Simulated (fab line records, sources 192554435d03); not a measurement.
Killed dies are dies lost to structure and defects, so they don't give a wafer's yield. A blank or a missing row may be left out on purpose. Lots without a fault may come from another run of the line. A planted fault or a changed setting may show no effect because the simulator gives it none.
fab line records | flow n5_finfet
record lots=5 wafers=13 last_day=19
route steps=1938 shown HKMG_FIN@433 GATE_CUT@465 BEOL_M4@1111 PASSIVATION@1936
lots that met no fault: from a run of the same line without faults
start_h: hours from the record's first day to the start of the lot's first wafer shown | wait_h: hours since the lot's step before | " the same as in the row above | L1.1+2: a row that stands for several wafers | - no value, or no start given | * or withheld: withheld | < > ~ a bound
route shown NAME@n: a module of which the file shows steps, and the number in the route of the first | usual: mean/standard deviation of fault-free wafers | same: alike in all rows | chamber/n: place in a boat | sites: the reading at each site | _std_site: their standard deviation | _edge_site: outer sites' mean less inner sites' | radius_mm: how far each site lies from the wafer's centre | mask NAME#n: copy n | behind: the tool/chamber that last shaped the wafer | hold: why the lot was held/for how many hours/how that ended | device: the transistor (n, p or np) that didn't switch | end of line: the same wafers' tests at the end of the route | a step without rows: its recipe alone | killed: dies lost to structure and defects at the first sort, not the wafer's yield | map: a wafer's dies, x killed, . not, _ none there
set.NAME: the setting as run; set.NAME@STEP: as run at that earlier step | model.NAME: the simulator's own value behind a step, which no gauge read
lots at some steps of the route; a table a step, a row a wafer
services: from which hour (start_h, from the record's first day; less than 0 if before it) a tool's chamber was out of use, for how many hours, and why
## steps
# step N5_HKMG_FIN_DESCUM_17
# recipe chemistry=O2 time_s=7.9 source_power_w=50 bias_power_w=20 pressure_mtorr=20 rf_frequency_hz=2.712e+07 temp_c=40 resist=CAR-ArF o2_flow_sccm=225
# step N5_HKMG_FIN_ETCH_31
# recipe chemistry=CF4 target=SiARC target_depth_a=455 mask_material=CAR-ArF time_s=75.8 ion_energy_ev=80 pressure_mtorr=40 source_w=545 bias_w=36 Ar_flow_sccm=100 cf4_flow_sccm=100 ends=cleared
# step N5_HKMG_FIN_ETCH_32
# recipe chemistry=N2/H2 target=SOC target_depth_a=2400 temp_c=40 time_s=300 ion_energy_ev=200 mask_material=SiARC pressure_mtorr=30 source_w=840 bias_w=150 n2_flow_sccm=200 h2_flow_sccm=200
# step N5_HKMG_FIN_STRIP_33
# recipe chemistry=N2/H2 temp_c=40 n2_flow_sccm=200 h2_flow_sccm=200 rf_frequency_hz=6e+07
# step N5_HKMG_FIN_STRIP_34
# recipe chemistry=CF4 resist=SiARC power_w=300 bias_power_w=75 pressure_mtorr=50 cf4_flow_sccm=150 rf_frequency_hz=6e+07
# step N5_HKMG_FIN_ETCH_35
# recipe chemistry=N2/H2 target=SOC target_depth_a=2158 ion_energy_ev=65 bias_w=5 source_w=3000 time_s=243.4 pressure_mtorr=30 n2_flow_sccm=200 h2_flow_sccm=200
# step N5_HKMG_FIN_STRIP_92
# recipe chemistry=N2/H2 material=SOC time_s=20 power_w=500 temp_c=40 pressure_mtorr=50 rf_frequency_hz=6e+07 bias_power_w=8 h2_frac=0.5 n2_flow_sccm=300 h2_flow_sccm=300
# step N5_HKMG_FIN_WET_ETCH_18
# recipe chemistry=SC1 target=TiN mix=1:1:5 temp_c=* time_s=55 target_depth_nm=5.2 dry=ipa_marangoni rinse_time_s=30 rinse_temp_c=23
# step N5_HKMG_FIN_STRIP_19
# recipe chemistry=N2/H2 power_w=2500 temp_c=300 h2_frac=0.65 time_s=360 pressure_mtorr=withheld n2_flow_sccm=1750 h2_flow_sccm=3250
# step N5_HKMG_FIN_ALD_91
# recipe material=TiN target_thk_a=10 temp_c=400 ald_precursor_family=TiCl4 ald_co_reactant=NH3 pulse_time_s=1 purge_time_s=3 co_reactant_purge_time_s=2 co_reactant_pulse_time_s=2 ald_cycles=47 pressure_torr=3
# usual ald_cycles=47/0 heater_power_w=935/120 precursor_pulse_height_rel=1.000/0.02
# same pulse_time_s=1
# columns lot.wafer tool chamber start_h wait_h ald_cycles heater_power_w precursor_pulse_height_rel
L606.1 ald_metal-02 2 96.66 0.3 47 1112 0.967
L606.3 " 1 " " 47 856 1.019
L606.6 " 3 " " 47 1153 0.981
L621.2 ald_metal-02 1 184.26 0.3 47 872 0.998
L621.4 " 2 " " 41 1084 0.981
L622.2 ald_metal-02 1 191.03 0.3 47 874 1.011
L622.4 " 3 " " 41 1170 0.999
L626.1 ald_metal-01 2 214.69 0.3 47 895 0.970
L626.3 " 3 " " 47 962 1.004
L626.4 " 1 " " 47 848 1.038
L625.2 ald_metal-02 3 215.18 0.3 47 1180 1.002
L625.3 " 1 " " 47 859 0.989
L625.4 " 1 " " 41 906 1.012
# step N5_HKMG_FIN_COAT_85
# recipe resist=SOC temp_c=250 time_s=60 spin_rpm=1500 resist_thk_nm=300
# step N5_HKMG_FIN_ETCH_86
# recipe chemistry=N2/H2 target=SOC target_depth_a=3932 stop_on=TiN ion_energy_ev=100 bias_w=61 pressure_mtorr=30 source_w=850 n2_flow_sccm=200 h2_flow_sccm=200
# step N5_HKMG_FIN_STRIP_89
# recipe chemistry=N2/H2 material=SOC time_s=20 power_w=500 temp_c=40 pressure_mtorr=50 rf_frequency_hz=6e+07 bias_power_w=8 h2_frac=0.5 n2_flow_sccm=300 h2_flow_sccm=300
# step N5_HKMG_FIN_WET_ETCH_87
# recipe chemistry=SC1 target=TiN mix=1:2:40 temp_c=50 time_s=154.2 target_depth_nm=4.7 dry=ipa_marangoni rinse_time_s=30 rinse_temp_c=23
# step N5_HKMG_FIN_STRIP_88
# recipe chemistry=N2/H2 power_w=2500 temp_c=300 h2_frac=0.65 time_s=360 pressure_mtorr=withheld n2_flow_sccm=1750 h2_flow_sccm=3250
# step N5_HKMG_FIN_NWFM_ALD_20
# recipe material=TiAlC target_thk_a=20 temp_c=300 ald_precursor_family=TiCl4 ald_co_reactant=TEA pulse_time_s=3 purge_time_s=2 co_reactant_purge_time_s=2 co_reactant_pulse_time_s=10 ald_cycles=7 pressure_torr=3
# step N5_HKMG_FIN_ALD_71
# recipe material=TiN target_thk_a=10 temp_c=400 ald_precursor_family=TiCl4 ald_co_reactant=NH3 pulse_time_s=1 purge_time_s=3 co_reactant_purge_time_s=2 co_reactant_pulse_time_s=2 ald_cycles=47 pressure_torr=3
# step N5_HKMG_FIN_COAT_66
# recipe resist=SOC temp_c=250 time_s=60 spin_rpm=1500 resist_thk_nm=300
# step N5_HKMG_FIN_ETCH_67
# recipe chemistry=N2/H2 target=SOC target_depth_a=3889 stop_on=TiN ion_energy_ev=100 bias_w=61 pressure_mtorr=30 source_w=850 n2_flow_sccm=200 h2_flow_sccm=200
# step N5_HKMG_FIN_STRIP_90
# recipe chemistry=N2/H2 material=SOC time_s=20 power_w=500 temp_c=40 pressure_mtorr=50 rf_frequency_hz=6e+07 bias_power_w=8 h2_frac=0.5 n2_flow_sccm=300 h2_flow_sccm=300
# step N5_HKMG_FIN_WET_ETCH_73
# recipe chemistry=SC1 mix=1:2:40 temp_c=50 time_s=42.3 target_depth_nm=1.3 dry=ipa_marangoni rinse_time_s=30 rinse_temp_c=23
# step N5_HKMG_FIN_ETCHBACK_68
# recipe chemistry=Cl2/Ar stop_on=HfO2 target_depth_a=5 pressure_mtorr=10 icp_w=600 bias_w=60 Cl2_flow_sccm=40 Ar_flow_sccm=60
# step N5_HKMG_FIN_STRIP_69
# recipe chemistry=N2/H2 power_w=2500 temp_c=300 h2_frac=0.65 time_s=360 pressure_mtorr=withheld n2_flow_sccm=1750 h2_flow_sccm=3250
# step N5_HKMG_FIN_ALD_21
# recipe material=TiN target_thk_a=15 temp_c=400 ald_precursor_family=TiCl4 ald_co_reactant=NH3 pulse_time_s=1 purge_time_s=3 co_reactant_purge_time_s=2 co_reactant_pulse_time_s=2 ald_cycles=68 pressure_torr=3
# step N5_HKMG_FIN_ALD_72
# recipe material=W target_thk_a=20 temp_c=300 pressure_torr=7.5 ald_precursor_family=WF6 ald_co_reactant=B2H6 pulse_time_s=1 purge_time_s=2 co_reactant_purge_time_s=2 co_reactant_pulse_time_s=3 ald_cycles=7
# step N5_HKMG_FIN_W_FILL_22
# recipe material=W target_thk_a=600 temp_c=400 pressure_torr=39.4 time_s=18.2
# step N5_HKMG_FIN_PRECLEAN_83
# recipe chemistry=DIW time_s=57.5 temp_c=23
# step N5_HKMG_FIN_SRD_84
# recipe dry_time_s=32 dry=n2_spin spin_rpm=1500
# step N5_HKMG_FIN_CMP_23
# recipe stop_on=SiNx t_overpolish_s=10 post_cmp_clean=rinse_only down_force_psi=4 platen_rpm=50.289 pad_velocity_m_s=1.0006 target_thk_nm=46.326
# step N5_HKMG_FIN_CMP_94
# recipe stop_on=SiNx post_cmp_clean=w_dilute_nh4oh t_overpolish_s=4.7 down_force_psi=4 platen_rpm=50.289 pad_velocity_m_s=1.0006 target_thk_nm=43.299
# step N5_GATE_CUT_ETCHBACK_00
# recipe chemistry=SF6/Cl2 target=W pressure_mtorr=8 icp_w=900 bias_w=80 SF6_flow_sccm=40 Cl2_flow_sccm=60
# step N5_GATE_CUT_ETCH_56
# recipe chemistry=Cl2/Ar target=TiN target_depth_a=216 pressure_mtorr=10 icp_w=600 bias_w=60 Cl2_flow_sccm=40 Ar_flow_sccm=60
# step N5_GATE_CUT_ETCHBACK_30
# recipe chemistry=Cl2/Ar target=TiN target_depth_a=30 mode=isotropic pressure_mtorr=10 icp_w=600 bias_w=60 Cl2_flow_sccm=40 Ar_flow_sccm=60
# step N5_GATE_CUT_VAPOR_ETCH_60
# recipe chemistry=BCl3/Cl2 target=HfO2 mode=isotropic
# step N5_GATE_CUT_ETCH_58
# recipe chemistry=CH3F/O2 target=SiNx target_depth_a=170 time_s=128.6 ion_energy_ev=50 pressure_mtorr=30 source_w=415 bias_w=21 Ar_flow_sccm=150 CH3F_flow_sccm=30 O2_flow_sccm=20
# step N5_GATE_CUT_STRIP_59
# recipe chemistry=N2/H2 time_s=20 power_w=100 temp_c=40 pressure_mtorr=100 rf_frequency_hz=6e+07 bias_power_w=3 n2_flow_sccm=300 h2_flow_sccm=300
# step N5_GATE_CUT_PRECLEAN_31
# recipe temp_c=23 chemistry=DIW time_s=300
# step N5_BEOL_M4_RC_MEAS_101
# usual DIBL_N=36.1/1.3 DIBL_P=36.1/1.7 IOFF_N=0.154/0.022 IOFF_N_85C=3.0/0.36 IOFF_N_LIN=0.072/0.0088 IOFF_N_LONG=5.47e-05/2.6e-06 IOFF_P=0.201/0.024 ION_N=675/8.9 ION_P=462/5.9 SS_N=71.5/0.49 SS_P=73.3/0.58 VT_N=250.0/2.7 VT_N_LONG=275.2/1.9 VT_N_LVT=98.5/2.8 VT_P=-251.3/2.7 VT_P_LVT=-99.6/1.9
# columns lot.wafer tool chamber start_h wait_h DIBL_N[mV/V] DIBL_P[mV/V] IOFF_N[nA/um] IOFF_N_85C[nA/um] IOFF_N_LIN[nA/um] IOFF_N_LONG[nA/um] IOFF_P[nA/um] ION_N[uA/um] ION_P[uA/um] SS_N[mV/dec] SS_P[mV/dec] VT_N[mV] VT_N_LONG[mV] VT_N_LVT[mV] VT_P[mV] VT_P_LVT[mV]
L606.1 prober-02 0 189.12 0.0 39.8 39.6 0.225 4.2 0.101 5.67e-05 0.269 701 472 71.8 74.1 244.5 276.0 90.9 -248.1 -94.3
L606.3 " 0 " " 36.3 35.8 0.148 3.0 0.072 5.66e-05 0.202 683 466 71.1 72.7 251.8 274.5 97.2 -251.0 -98.3
L606.6 " 0 " " 36.0 35.2 0.142 2.9 0.069 5.65e-05 0.191 670 461 71.0 73.5 251.2 275.9 97.9 -250.9 -98.7
L621.2 prober-02 0 284.88 0.2 36.6 36.9 0.141 2.9 0.066 4.9e-05 0.189 667 456 71.6 73.5 252.9 276.5 101.0 -256.0 -103.3
L621.4 " 0 " " 35.6 35.6 0.228 4.3 0.108 7.48e-05 0.141 699 446 71.4 73.0 240.7 261.1 86.7 -262.8 -110.2
L622.2 prober-01 0 289.66 0.2 35.2 35.1 0.146 2.9 0.069 5.5e-05 0.190 680 466 71.9 72.8 250.5 275.8 99.9 -249.6 -99.9
L622.4 " 0 " " 36.0 36.3 0.254 4.6 0.120 8.4e-05 0.165 704 455 72.3 72.7 236.0 259.6 83.9 -255.7 -103.6
L625.2 prober-02 0 319.63 0.2 36.8 37.9 0.169 3.3 0.080 5.65e-05 0.246 676 468 71.5 73.4 249.1 275.5 97.3 -245.1 -97.1
L625.3 " 0 " " 36.7 37.0 0.156 3.1 0.076 5.62e-05 0.218 673 466 72.0 73.1 247.2 274.8 99.9 -247.4 -98.7
L625.4 " 0 " " 37.7 38.4 0.309 5.5 0.146 8.46e-05 0.208 724 467 71.6 74.0 229.1 260.1 81.1 -253.2 -101.9
L626.1 prober-01 0 322.46 0.0 34.4 34.5 0.120 2.5 0.061 5.23e-05 0.148 673 461 71.5 72.9 253.3 275.7 98.9 -257.6 -103.1
L626.3 " 0 " " 37.1 37.9 0.162 3.2 0.076 5.22e-05 0.182 677 459 71.4 73.9 248.8 278.4 94.3 -253.7 -98.6
L626.4 " 0 " " 35.9 36.7 0.149 3.0 0.071 5.13e-05 0.175 671 456 72.4 73.4 249.1 277.3 94.7 -255.6 -100.0
# step N5_PASSIVATION_PROBE_49
# usual defect_limited_yield=90.9/1.3 killed_at_M0_to_M3=35/10 killed_at_M4_up=15/5.7 killed_at_contacts=14/6.4 killed_at_front_end=40/11 killed_at_other=4/3.1 killed_dies=108/16 killed_on_rim=14/3.6 killed_open=71/11 killed_short=34/7.7 sort_bin_4_leakage=0/0 sort_bin_5_function=5.4/0.9 sort_bin_6_memory=3.4/0.61 sort_n_pass=1072/16 sort_yield_pct=90.9/1.3
# same gross_dies=1180 killed_at_back_side=0 sort_bin_8_speed[%]=0
# columns lot.wafer tool chamber start_h wait_h defect_limited_yield[%] killed_at_M0_to_M3 killed_at_M4_up killed_at_contacts killed_at_front_end killed_at_other killed_dies killed_on_rim killed_open killed_short sort_bin_4_leakage[%] sort_bin_5_function[%] sort_bin_6_memory[%] sort_n_pass sort_yield_pct[%]
L606.1 prober-02 - 298.65 0.0 91.2 24 17 11 42 10 104 22 64 38 0 5.3 3.6 1076 91.2
L606.3 prober-02 - 298.75 0.1 90.4 39 25 17 25 7 113 17 79 34 0 6.1 3.3 1067 90.4
L606.6 prober-02 - 298.90 0.3 91.2 34 28 11 22 9 104 9 67 33 0 5.3 3.0 1076 91.2
L621.2 prober-02 - 390.09 0.1 90.8 43 20 13 31 1 108 19 80 27 0 5.1 3.6 1072 90.8
L621.4 prober-02 - 390.19 0.2 86.9 47 14 4 86 4 155 48 62 38 0 5.4 2.9 1025 86.9
L622.2 prober-01 - 400.13 0.1 90.6 38 20 6 47 0 111 12 78 31 0 5.2 3.8 1069 90.6
L622.4 prober-01 - 400.23 0.2 83.7 51 34 18 85 4 192 33 103 53 0 7.6 5.2 988 83.7
L625.2 prober-01 - 426.64 0.1 89.2 29 23 4 71 1 128 18 83 39 0 5.9 4.0 1052 89.2
L625.3 prober-01 - 426.69 0.1 91.9 24 14 14 38 6 96 11 51 43 0 4.9 3.0 1084 91.9
L625.4 prober-01 - 426.74 0.2 86.9 39 15 13 84 4 155 33 96 25 0.93 5.7 4.4 1014 85.9
L626.1 prober-01 - 447.31 0.0 89.9 41 17 21 37 3 119 17 78 40 0 5.7 4.2 1061 89.9
L626.3 prober-01 - 447.41 0.1 89.6 44 14 15 46 4 123 19 81 41 0 6.0 4.0 1057 89.6
L626.4 prober-01 - 447.46 0.2 90.0 39 18 14 43 4 118 21 78 37 0 5.8 3.7 1062 90.0
# killed by level:class
L606.1 FIN_SAQP:geometric_particle:open=11 FIN_SAQP:geometric_particle:short=10 BEOL_M3:geometric_particle:open=8 MOL_CONTACT_COAG:geometric_particle:open=7 BEOL_M1:geometric_particle:open=6 STARTING-WAFER:geometric_particle:open=5 BEOL_M2:geometric_particle:open=4 MOL_CONTACT_COAG:geometric_particle:short=4
L606.3 MOL_CONTACT_COAG:geometric_particle:open=17 BEOL_M0_SAQP:geometric_particle:open=8 BEOL_M4:geometric_particle:open=8 BEOL_M2:geometric_particle:open=7 BEOL_M3:geometric_particle:open=6 BEOL_M0_SAQP:geometric_particle:short=5 BEOL_M1:geometric_particle:open=5 FIN_SAQP:geometric_particle:open=4
L606.6 BEOL_M4:geometric_particle:open=14 BEOL_M3:geometric_particle:open=13 MOL_CONTACT_COAG:geometric_particle:open=9 FIN_SAQP:geometric_particle:short=6 BEOL_M0_SAQP:geometric_particle:short=6 BEOL_M0_SAQP:geometric_particle:open=5 BEOL_M1:geometric_particle:open=5 BEOL_M4:geometric_particle:short=5
L621.2 BEOL_M4:geometric_particle:open=14 BEOL_M1:geometric_particle:open=11 MOL_CONTACT_COAG:geometric_particle:open=10 BEOL_M2:geometric_particle:open=7 BEOL_M3:geometric_particle:open=7 FIN_SAQP:geometric_particle:open=6 BEOL_M0_SAQP:geometric_particle:short=6 BEOL_M1:geometric_particle:short=6
L621.4 HKMG_FIN:area_ald=51 BEOL_M0_SAQP:geometric_particle:short=13 BEOL_M1:geometric_particle:open=11 BEOL_M0_SAQP:geometric_particle:open=8 FIN_SAQP:geometric_particle:open=6 FIN_SAQP:geometric_particle:short=6 BEOL_M4:geometric_particle:open=6 BEOL_M0:geometric_particle:open=4
L622.2 FIN_SAQP:geometric_particle:open=15 BEOL_M4:geometric_particle:open=12 BEOL_M3:geometric_particle:open=11 DUMMY_GATE:geometric_particle:open=7 STI_FIN_REVEAL:geometric_particle:open=6 BEOL_M0_SAQP:geometric_particle:open=6 BEOL_M0_SAQP:geometric_particle:short=5 BEOL_M2:geometric_particle:short=5
L622.4 HKMG_FIN:area_ald=35 BEOL_M4:geometric_particle:open=21 MOL_CONTACT_COAG:geometric_particle:open=13 BEOL_M3:geometric_particle:open=12 BEOL_M0_SAQP:geometric_particle:short=10 DUMMY_GATE:geometric_particle:open=8 FIN_SAQP:geometric_particle:short=7 BEOL_M1:geometric_particle:open=7
L625.2 FIN_SAQP:geometric_particle:open=17 STI_FIN_REVEAL:geometric_particle:open=12 FIN_SAQP:geometric_particle:short=11 BEOL_M0_SAQP:geometric_particle:open=9 BEOL_M3:geometric_particle:open=7 BEOL_M0_SAQP:geometric_particle:short=7 GATE_CUT:geometric_particle:short=6 DUMMY_GATE:geometric_particle:open=6
L625.3 GATE_CUT:geometric_particle:short=12 MOL_CONTACT_COAG:geometric_particle:open=11 BEOL_M0_SAQP:geometric_particle:open=6 BEOL_M3:geometric_particle:open=6 FIN_SAQP:geometric_particle:open=5 STI_FIN_REVEAL:geometric_particle:open=5 BEOL_M1:geometric_particle:short=4 FIN_SAQP:geometric_particle:short=3
L625.4 HKMG_FIN:area_ald=33 FIN_SAQP:geometric_particle:open=17 BEOL_M3:geometric_particle:open=16 STI_FIN_REVEAL:geometric_particle:open=14 MOL_CONTACT_COAG:geometric_particle:open=12 BEOL_M0_SAQP:geometric_particle:open=6 FIN_SAQP:geometric_particle:short=5 BEOL_M1:geometric_particle:open=5
L626.1 MOL_CONTACT_COAG:geometric_particle:open=19 BEOL_M0_SAQP:geometric_particle:short=13 FIN_SAQP:geometric_particle:open=11 BEOL_M3:geometric_particle:open=9 FIN_SAQP:geometric_particle:short=8 BEOL_M0_SAQP:geometric_particle:open=8 STI_FIN_REVEAL:geometric_particle:open=7 DUMMY_GATE:geometric_particle:open=4
L626.3 STI_FIN_REVEAL:geometric_particle:open=19 MOL_CONTACT_COAG:geometric_particle:open=12 FIN_SAQP:geometric_particle:open=11 BEOL_M0_SAQP:geometric_particle:short=9 BEOL_M2:geometric_particle:short=9 BEOL_M0_SAQP:geometric_particle:open=8 BEOL_M4:geometric_particle:open=7 STARTING-WAFER:geometric_particle:short=6
L626.4 MOL_CONTACT_COAG:geometric_particle:open=13 BEOL_M0_SAQP:geometric_particle:short=13 BEOL_M0_SAQP:geometric_particle:open=12 FIN_SAQP:geometric_particle:open=11 FIN_SAQP:geometric_particle:short=9 STI_FIN_REVEAL:geometric_particle:open=8 BEOL_M4:geometric_particle:open=7 BEOL_M0:geometric_particle:open=5
# map L621.4 (x killed, . not)
_________________xx.xxx......________________
______________.x.x.x.xx.....xx.x_____________
___________x...x.x..x...x.x......x.__________
__________x..xx............x.....x.._________
________xxx.................x.......x._______
_______.xx......x.x....................______
______..xx......x.............x........x_____
_____xx.....................x...x........____
____.x.x..x......xx....xx...x..x..x.......___
___.x.............................x........__
___x...x...............x............x....xx__
__x.......x......x.......x.............x...._
__..xx...x..............................x..._
_xx...x...x..x...............................
_xx.x......x...x.............................
_......x...............x..............x.x....
_.x........................x....x............
_.x...............................x..........
_x...xx..........x.x.........................
_....................x...........x...........
_......x................x..x...............xx
__x..................x................x....._
__................xx...........x............_
___....x...............x..........x..xx...x__
___.....x...x.......x...x..........x.......__
____..xx.x.....x........x....x.......x....___
_____...................................x____
______.xx..............................._____
_______....x.....x.....x...x.......x...______
________.....x......................x._______
__________.x..x.x........x....x...xx_________
___________.xxx.....x.x..xx..x..x.x__________
______________..............x..._____________
_________________......x...x.________________
# map L622.4 (x killed, . not)
_________________.x.xxx.xx.x.________________
______________...........xx..x.._____________
___________......x....x..x.....xxx.__________
__________..x..x..x...x.x.........x._________
________...............x..x..........x_______
_______xx.......x.....x..x............x______
______.x.............x...........x...xx._____
_____x.........x..............x..xx.....x____
____....xx........x...x........x...x.x...x___
___x.......x..x...xxx.....xx.......x.......__
___...x...........x....x....x..............__
__..........x.x.x.......xx.....x....x.....x._
__.x....x.x.....................x.......x..._
_.....x..x..x...xx......x....xx.........x.x..
_...x.x......x..............x...x..........xx
_..x........xx....................x..........
_............x...x...xx....x.x..........x...x
_....x.....x.............xx......x...x.x.xx..
_......x............x.............x..........
_.....x.....x...............x.....x....x.....
_...x...x...x...x..xx...................x.x.x
__.x..x.........x..x..............x........._
__..x.x............x.x.x...................._
___..x..............x......................__
___x...xxx.......xx.....x.....x.....x..x...__
____x...x....................x.........xx.___
_____......x..x...........x..xxx.........____
______x.x.x..........x.x........xx..x..._____
_______........x....x..x.x.x....x...x..______
________..............x..............x_______
__________..x..x...........x.....x.._________
___________....x..x........x.x.....__________
______________.x....x........x.._____________
_________________............________________
## services
# columns tool chamber start_h hours kind
ald_metal-02 - 113.13 2.8 pm
ald_metal-01 3 130.16 13.0 repair
ald_metal-02 - 144.38 0.7 repair
ald_metal-02 2 156.52 9.5 repair
ald_metal-01 - 168.85 0.6 repair
ald_metal-01 2 178.30 7.8 repair
## key
first_sign step=N5_HKMG_FIN_ALD_91 reading=ald_cycles direction=down sigmas=99+ usual=* struck=*
effect step=N5_BEOL_M4_RC_MEAS_101 reading=IOFF_N_LONG direction=up sigmas=10 usual=5.47e-05 struck=8.11e-05
effect step=N5_BEOL_M4_RC_MEAS_101 reading=VT_N_LONG direction=down sigmas=8 usual=275.2 struck=260.3
effect step=N5_BEOL_M4_RC_MEAS_101 reading=IOFF_N_LIN direction=up sigmas=5.9 usual=0.072 struck=0.125
effect step=N5_BEOL_M4_RC_MEAS_101 reading=VT_N direction=down sigmas=5.5 usual=250.0 struck=235.3
effect step=N5_BEOL_M4_RC_MEAS_101 reading=VT_N_LVT direction=down sigmas=5.1 usual=98.5 struck=83.9
effect step=N5_BEOL_M4_RC_MEAS_101 reading=IOFF_N direction=up sigmas=4.9 usual=0.154 struck=0.264
effect step=N5_BEOL_M4_RC_MEAS_101 reading=IOFF_N_85C direction=up sigmas=4.9 usual=3.0 struck=4.8
effect step=N5_BEOL_M4_RC_MEAS_101 reading=ION_N direction=up sigmas=3.8 usual=675 struck=709
effect step=N5_BEOL_M4_RC_MEAS_101 reading=VT_P_LVT direction=down sigmas=3 usual=-99.6 struck=-105.2
effect step=N5_BEOL_M4_RC_MEAS_101 reading=VT_P direction=down sigmas=2.2 usual=-251.3 struck=-257.2
effect step=N5_PASSIVATION_PROBE_49 reading=sort_yield_pct direction=down sigmas=4 usual=90.9 struck=85.5
more_kills_born_at N5_HKMG_FIN_ALD_91@ald_metal-02=119
met_at N5_HKMG_FIN_ALD_91
struck_wafers L621.4,L622.4,L625.4
onset_between 96.66 184.26
fault kind=process_parameter_drift tool=ald_metal-02 chamber=- onset_h=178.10 steps=N5_HKMG_FIN_ALD_91 channel=ald_cycles offset=* shape=step end_h=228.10 scope=struck_wafers_only acts_in=* stated=*
